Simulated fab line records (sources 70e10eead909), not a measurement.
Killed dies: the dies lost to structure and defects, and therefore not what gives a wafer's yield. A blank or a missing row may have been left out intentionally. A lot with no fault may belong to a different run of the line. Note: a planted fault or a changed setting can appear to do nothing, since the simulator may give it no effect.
Which tool did it? + flow nand-harc + Sampling: 13 lots, 39 wafers, 5 of 1302 route steps

WHAT THE GAUGES SHOWED, per wafer
NHARC_THIN_TSV_INSPECT_40. Usual: raw-defect-count 552, standard deviation 96.
| lot  | measured     | on                | raw-defect-count | flag |
|------|--------------|-------------------|------------------|------|
| L839 | day 24 15:23 | defect-inspect-02 | 616 600 534      |      |
| L841 | day 25 02:26 | defect-inspect-01 | 890 538 569      |      |
| L842 | day 25 13:11 | defect-inspect-02 | 663 708 681      |      |
| L843 | day 25 02:27 | defect-inspect-02 | 597 433 436      |      |
| L844 | day 26 21:24 | defect-inspect-01 | 567 588 527      |      |
| L845 | day 26 21:24 | defect-inspect-02 | 653 631 704      |      |
| L846 | day 27 02:26 | defect-inspect-02 | 587 569 510      |      |
| L848 | day 28 09:49 | defect-inspect-01 | 444 417 632      |      |
| L849 | day 28 09:48 | defect-inspect-02 | 409 593 435      |      |
| L850 | day 29 06:23 | defect-inspect-02 | 653 666 546      |      |
| L852 | day 29 17:53 | defect-inspect-01 | 511 507 467      |      |
| L854 | day 30 08:45 | defect-inspect-02 | 503 473          |      |
| L856 | day 32 19:32 | defect-inspect-02 | 650 512          |      |

NHARC_END_SORT_01. Usual: defect-limited-yield is 91 % with standard deviation 3.5, killed-at-array is 59 with standard deviation 24, killed-at-other is 0.7 with standard deviation 1.2, killed-at-periphery is 3.5 with standard deviation 2.6, killed-dies is 63 with standard deviation 24, killed-open is 3.2 with standard deviation 2.1, and killed-short is 2.4 with standard deviation 1.5.
| lot  | measured     | on        | defect-limited-yield (%) | killed-at-array | killed-at-other | killed-at-periphery | killed-dies | killed-open | killed-short | flag |
|------|--------------|-----------|--------------------------|-----------------|-----------------|---------------------|-------------|-------------|--------------|------|
| L850 | day 29 10:13 | prober-02 | 93 93                    | 42 44           | 0 0             | 3 1                 | 45 45       | 5 3         | 0 1          |      |
| L854 | day 30 12:39 | prober-01 | 91 0 92                  | 53 52 46        | 0 1 2           | 5 624 7             | 58 677 55   | 2 5 4       | 3 3 3        | OFF  |
| L856 | day 32 23:23 | prober-01 | 95 93 0                  | 30 43 41        | 1 0 1           | 5 2 635             | 36 45 677   | 8 1 4       | 1 2 2        | OFF  |

WHICH TOOL RAN EACH LOT (tool, then ch and the chambers of the sampled wafers, then the start)
| lot  | NHARC_P_M2_PVD_21            | NHARC_THIN_TSV_ETCH_15           | NHARC_THIN_TSV_STRIP_45              |
|------|------------------------------|----------------------------------|--------------------------------------|
| L839 | pvd-sputter-01, day 6 09:20  | rie-si-01 ch 0,2,3, day 24 04:18 | plasma-asher-02 ch 0,1, day 24 04:34 |
| L841 | pvd-sputter-01, day 7 06:20  | rie-si-02 ch 0,2,3, day 24 12:55 | plasma-asher-02 ch 0,1, day 24 13:06 |
| L842 | pvd-sputter-02, day 7 17:41  | rie-si-06 ch 0,2,3, day 25 01:11 | plasma-asher-02 ch 0,1, day 25 01:25 |
| L843 | pvd-sputter-01, day 8 05:30  | rie-si-06 ch 0,1,2, day 24 14:07 | plasma-asher-02 ch 0,1, day 24 14:21 |
| L844 | pvd-sputter-01, day 8 17:34  | rie-si-02 ch 0,3, day 26 11:47   | plasma-asher-01 ch 0,1, day 26 11:59 |
| L845 | pvd-sputter-03, day 9 07:10  | rie-si-01 ch 0,1,3, day 26 10:22 | plasma-asher-01 ch 0,1, day 26 10:34 |
| L846 | pvd-sputter-01, day 9 07:40  | rie-si-01 ch 0,2,3, day 26 14:46 | plasma-asher-01 ch 0,1, day 26 15:08 |
| L848 | pvd-sputter-03, day 10 07:38 | rie-si-01 ch 0,2,3, day 28 01:13 | plasma-asher-02 ch 0,1, day 28 01:26 |
| L849 | pvd-sputter-02, day 10 13:36 | rie-si-02 ch 0,2, day 27 23:53   | plasma-asher-01 ch 0,1, day 28 00:05 |
| L850 | pvd-sputter-02, day 11 04:31 | rie-si-01 ch 1,2, day 28 18:28   | plasma-asher-01 ch 1, day 28 18:40   |
| L852 | pvd-sputter-01, day 12 01:13 | rie-si-06 ch 1,2,3, day 29 06:42 | plasma-asher-01 ch 0,1, day 29 06:54 |
| L854 | pvd-sputter-01, day 12 16:23 | rie-si-06 ch 2, day 29 20:39     | plasma-asher-02 ch 1, day 29 20:54   |
| L856 | pvd-sputter-01, day 13 09:56 | rie-si-01 ch 0,2, day 32 09:45   | plasma-asher-01 ch 0, day 32 10:00   |
- NHARC_P_M2_PVD_21: deposits Cu, target thk 30 nm, time 20.49 s.
- NHARC_THIN_TSV_ETCH_15: target depth 3000 nm, bosch target overetch cycles 2, bosch etch step 2.8 s.
- NHARC_THIN_TSV_STRIP_45: strips in O2.

AS READ BY THE TOOLS THEMSELVES (means over the sampled wafers that have a number; for cases with no such wafer, the mark the record gives instead)
NHARC_P_M2_PVD_21. Usual: throttle-valve-pct 29.9 %, standard deviation 0.93.
| lot  | tool           | throttle-valve-pct (%) | flag |
|------|----------------|------------------------|------|
| L839 | pvd-sputter-01 | 30.1                   |      |
| L841 | pvd-sputter-01 | 30.3                   |      |
| L842 | pvd-sputter-02 | 29.5                   |      |
| L843 | pvd-sputter-01 | 30.0                   |      |
| L844 | pvd-sputter-01 | 30.2                   |      |
| L845 | pvd-sputter-03 | 30.5                   |      |
| L846 | pvd-sputter-01 | 30.0                   |      |
| L848 | pvd-sputter-03 | 30.0                   |      |
| L849 | pvd-sputter-02 | 29.4                   |      |
| L850 | pvd-sputter-02 | 29.4                   |      |
| L852 | pvd-sputter-01 | 30.4                   |      |
| L854 | pvd-sputter-01 | 30.0                   |      |
| L856 | pvd-sputter-01 | 30.4                   |      |

NHARC_THIN_TSV_ETCH_15. Usual: drypump-motor-current-A 5.7 A, standard deviation 0.46.
| lot  | tool      | drypump-motor-current-A (A) | flag |
|------|-----------|-----------------------------|------|
| L839 | rie-si-01 | 5.9                         |      |
| L841 | rie-si-02 | 5.5                         |      |
| L842 | rie-si-06 | 5.9                         |      |
| L843 | rie-si-06 | 5.6                         |      |
| L844 | rie-si-02 | 5.3                         |      |
| L845 | rie-si-01 | 5.4                         |      |
| L846 | rie-si-01 | 5.9                         |      |
| L848 | rie-si-01 | 5.9                         |      |
| L849 | rie-si-02 | 5.6                         |      |
| L850 | rie-si-01 | 5.5                         |      |
| L852 | rie-si-06 | 5.8                         |      |
| L854 | rie-si-06 | 6.2                         |      |
| L856 | rie-si-01 | 6.2                         |      |

NHARC_THIN_TSV_STRIP_45. Usual: drypump-motor-current-A 5.9 A, standard deviation 0.43; heater-power-w 341 W, standard deviation 25.
| lot  | tool            | drypump-motor-current-A (A) | heater-power-w (W) | flag |
|------|-----------------|-----------------------------|--------------------|------|
| L839 | plasma-asher-02 | 6.0                         | 322                |      |
| L841 | plasma-asher-02 | 6.0                         | 319                |      |
| L842 | plasma-asher-02 | 6.2                         | 343                |      |
| L843 | plasma-asher-02 | 6.1                         | 334                |      |
| L844 | plasma-asher-01 | 6.0                         | 352                |      |
| L845 | plasma-asher-01 | 5.7                         | 361                |      |
| L846 | plasma-asher-01 | 5.6                         | 356                |      |
| L848 | plasma-asher-02 | 6.0                         | 312                |      |
| L849 | plasma-asher-01 | 5.6                         | 352                |      |
| L850 | plasma-asher-01 | 5.3                         | 359                |      |
| L852 | plasma-asher-01 | 6.0                         | 350                |      |
| L854 | plasma-asher-02 | 6.3                         | 358                |      |
| L856 | plasma-asher-01 | 6.4                         | 362                |      |

THE ANSWER, worked out from the rows above alone
Rule: a lot counts as off when the mean over its wafers that have a number is more than 3 standard deviations away from the usual mean. A lot without any number at a reading at which 4 lots or more have one is off too. The other lots that the step has rows for count as sound. The gauges are gone through in route order, then the tools' own readings, and for those a lot's mean is taken as printed above. The first step at which some lot is off is used, and at that step the reading that is off furthest; a lot without a number counts as furthest.
Off, at NHARC_END_SORT_01 on killed-at-periphery: L854, L856. Neither off nor sound, because the step has no rows for them: L839, L841, L842, L843, L844, L845, L846, L848, L849, L852.
A tool fits if, at a process step before that reading, it ran every lot that is off, and no sound lot after the first of them. Gauges at NHARC_END_SORT_01: tried the same way as those tools. 2 tools fit, pvd-sputter-01 at NHARC_P_M2_PVD_21 and prober-01 at NHARC_END_SORT_01, so this cannot tell which one it is.

WHAT HAD BEEN PUT IN BY THE SIMULATOR
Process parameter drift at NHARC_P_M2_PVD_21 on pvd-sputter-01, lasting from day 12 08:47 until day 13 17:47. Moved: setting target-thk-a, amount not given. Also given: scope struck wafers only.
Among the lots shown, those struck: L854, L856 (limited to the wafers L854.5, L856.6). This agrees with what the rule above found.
